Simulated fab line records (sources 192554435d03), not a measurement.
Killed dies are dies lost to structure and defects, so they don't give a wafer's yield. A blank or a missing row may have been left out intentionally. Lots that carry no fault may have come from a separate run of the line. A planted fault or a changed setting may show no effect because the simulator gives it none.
Problem report, 8D (eight disciplines) form, completed by code | flow n5-finfet | the parts of the form that need people (team, actions taken, sign-off) are left out

1. WHAT WENT WRONG
N5_PASSIVATION_PROBE_49, killed_at_M0_to_M3: mean 183 over 1 wafer from 1 lot; wafers with no fault: 35, standard deviation 10. That is +15 standard deviations from the usual mean.
The first sign was on wafer L249.2 at day 16 14:33, on prober-01. The record holds 6 wafers of 2 lots with a number at this step. Rule for "out" (also "out of limits"): further than 4 standard deviations from the usual mean. The rest of the wafers with a number are treated as sound.

2. WHAT IT IS AND WHAT IT IS NOT
question                    | is                                                                                                      | is not
which readings at this step | killed_at_M0_to_M3, defect-limited-yield, killed-dies, sort_bin_5_function, sort-n-pass, sort-yield-pct | killed_at_M4_up, killed-at-contacts, killed-at-front-end, killed-at-other, killed-open, killed-short, sort_bin_4_leakage, sort_bin_6_memory, sort_bin_8_speed
which lots                  | L249                                                                                                    | L234
which wafers of those lots  | L249.2                                                                                                  | L249.3, L249.5
read on which tools         | prober-01                                                                                               | prober-02
when                        | from day 16 14:33                                                                                       | up to then (3 sound wafers); but 2 sound wafers of L249 came after

3. WHAT RULES OUT EACH SUSPECT
Counting: any tool at a process step up to the reading remains a suspect provided it ran every lot that is out. Sound lots after the first of them don't rule it out here, since some wafers of a struck lot are sound.
- wet-bench-02 at N5_BEOL_M1_PRECLEAN_42 (cleans in residue remover, time 60 s): kept. It ran the lot that is out, L249 (day 10 00:20).
- rie-diel-04 at N5_PASSIVATION_DESCUM_12 (chemistry O2, time 7.9 s): kept. It ran the lot that is out, L249 (day 16 06:21).
- rie-metal-02 at N5_PASSIVATION_AL_ETCH_33 (etches Al in Cl2/BCl3, stops on TaN, target depth 2800 nm, time 466.7 s): kept. It ran the lot that is out, L249 (day 16 09:41).
- prober-01 at N5_PASSIVATION_PROBE_49: kept. It ran the lot that is out, L249 (day 16 14:33). Its own defect-limited-yield, killed_at_M0_to_M3, killed-dies, sort_bin_5_function, sort-n-pass, sort-yield-pct readings are out on those wafers.
- rie-diel-04, N5_PASSIVATION_DESCUM_12: wafers that are out in chamber 2, sound lot-mates in chambers 0, 1.
Left after counting: wet-bench-02 at N5_BEOL_M1_PRECLEAN_42, rie-diel-04 at N5_PASSIVATION_DESCUM_12, rie-metal-02 at N5_PASSIVATION_AL_ETCH_33, prober-01 at N5_PASSIVATION_PROBE_49.

4. THE CAUSE (what the simulator had put in)
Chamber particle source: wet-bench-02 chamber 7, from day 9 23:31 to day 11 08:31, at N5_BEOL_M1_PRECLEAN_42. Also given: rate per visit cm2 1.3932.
This tool is one of the 4 suspects left after counting.

5. THE EFFECT CHAIN, in route order
One row per reading whose mean, taken over the struck wafers that have a number, lies over 3 standard deviations from the usual. Only readings whose record carries a usual standard deviation are examined. hours: median over the lots of the time between each lot's start at the first step of this table that gives one and its start at this step. sigmas: the change, counted in usual standard deviations.
hours | step                    | reading              | usual  | on struck wafers | change | sigmas
0     | N5_PASSIVATION_PROBE_49 | defect-limited-yield | 91.0 % | 78.9             | -12.1  | -8.6
0     | N5_PASSIVATION_PROBE_49 | killed_at_M0_to_M3   | 35     | 183              | +148   | +15
0     | N5_PASSIVATION_PROBE_49 | killed-dies          | 106    | 249              | +143   | +8.9
0     | N5_PASSIVATION_PROBE_49 | sort_bin_5_function  | 5.3 %  | 13.2             | +7.9   | +8.9
0     | N5_PASSIVATION_PROBE_49 | sort-n-pass          | 1070   | 930              | -140   | -5.0
0     | N5_PASSIVATION_PROBE_49 | sort-yield-pct       | 90.7 % | 78.8             | -11.9  | -5.0
The process steps in it:
- N5_PASSIVATION_PROBE_49

6. WHAT WOULD HAVE CAUGHT IT SOONER
First out-of-limits reading in this record: day 16 14:33, which is 159 hours after fault onset at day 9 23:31.
By day 16 14:33 the whole set of lots that are out, 1 in number, had already begun N5_BEOL_M1_PRECLEAN_42 on wet-bench-02. Holding the tool at that point would not have protected any of them.
